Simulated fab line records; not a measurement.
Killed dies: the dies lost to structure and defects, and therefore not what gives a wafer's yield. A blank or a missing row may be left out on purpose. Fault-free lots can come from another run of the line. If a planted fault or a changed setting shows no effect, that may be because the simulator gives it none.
2 desks looking at one fault -- flow n5_finfet -- numbers are kept per desk, each desk with only its own; the story behind them comes last

== FOR THE TOOL OWNER'S DESK: ald_metal-04 ==
The tool's own readings at N5_HKMG_FIN_ALD_79 (deposits TiN, target thk 1.5 nm, pulse time 1 s, purge time 3 s): means of the sampled wafers that have a number, for each lot that ran on this tool. Marked OUT: a lot whose mean sits more than 4 standard deviations from the usual mean, which makes it out of limits; the brackets give that distance.
Columns: A = heater_power_w at N5_HKMG_FIN_ALD_79, usual 861 W; B = precursor_pulse_height_rel at N5_HKMG_FIN_ALD_79, usual 1.000
lot,first seen here,A,B
L994,day 4 01:43,879,0.994
L996,day 4 13:10,884,0.980
L998,day 5 05:19,911,0.991
L113,day 8 22:17,893,1.002
L114,day 9 00:43,895,0.975
This desk's finding: nothing out of limits on any of the 5 lots.

== METROLOGY DESK ==
What the gauges read for every lot (on any tool): the sampled wafers with a number, averaged. Marked OUT: a lot whose mean sits more than 4 standard deviations from the usual mean, which makes it out of limits; the brackets give that distance. Shown here are 7 of its 19 readings, the ones lying furthest out on some lot.
Columns: A = IOFF_P_85C at N5_BEOL_M4_RC_MEAS_101, usual 3.5 nA/um; B = IOFF_P_LIN at N5_BEOL_M4_RC_MEAS_101, usual 0.097 nA/um; C = ION_N at N5_BEOL_M4_RC_MEAS_101, usual 672 uA/um; D = ION_P at N5_BEOL_M4_RC_MEAS_101, usual 461 uA/um; E = VT_P at N5_BEOL_M4_RC_MEAS_101, usual -251 mV; F = VT_P_LONG at N5_BEOL_M4_RC_MEAS_101, usual -276 mV; G = VT_P_LVT at N5_BEOL_M4_RC_MEAS_101, usual -100 mV
lot,first seen here,A,B,C,D,E,F,G
L994,day 7 18:44,4.1,0.114,679,467,-246,-272,-95
L996,day 8 11:07,4.1,0.110,673,464,-247,-271,-99
L998,day 8 23:14,3.5,0.090,679,458,-254,-281,-102
L104,day 10 11:20,4.0,0.109,673,465,-247,-273,-95
L106,day 11 00:10,2.9,0.081,654,446,-256,-279,-106
L113,day 12 11:26,2.8,0.075,664,449,-259,-285,-108
L114,day 12 17:35,2.5,0.065,651,439,-264,-288,-110
L116,day 13 20:10,3.2,0.088,668,459,-251,-278,-102
L117,day 14 06:29,3.2,0.093,665,461,-251,-272,-101
This desk's finding: nothing out of limits on any of the 9 lots.

== TAKEN TOGETHER ==
The tool owner's desk saw nothing out of limits.
Nothing out of limits was seen by the metrology desk.

== WHAT THE SIMULATOR HAD INSERTED ==
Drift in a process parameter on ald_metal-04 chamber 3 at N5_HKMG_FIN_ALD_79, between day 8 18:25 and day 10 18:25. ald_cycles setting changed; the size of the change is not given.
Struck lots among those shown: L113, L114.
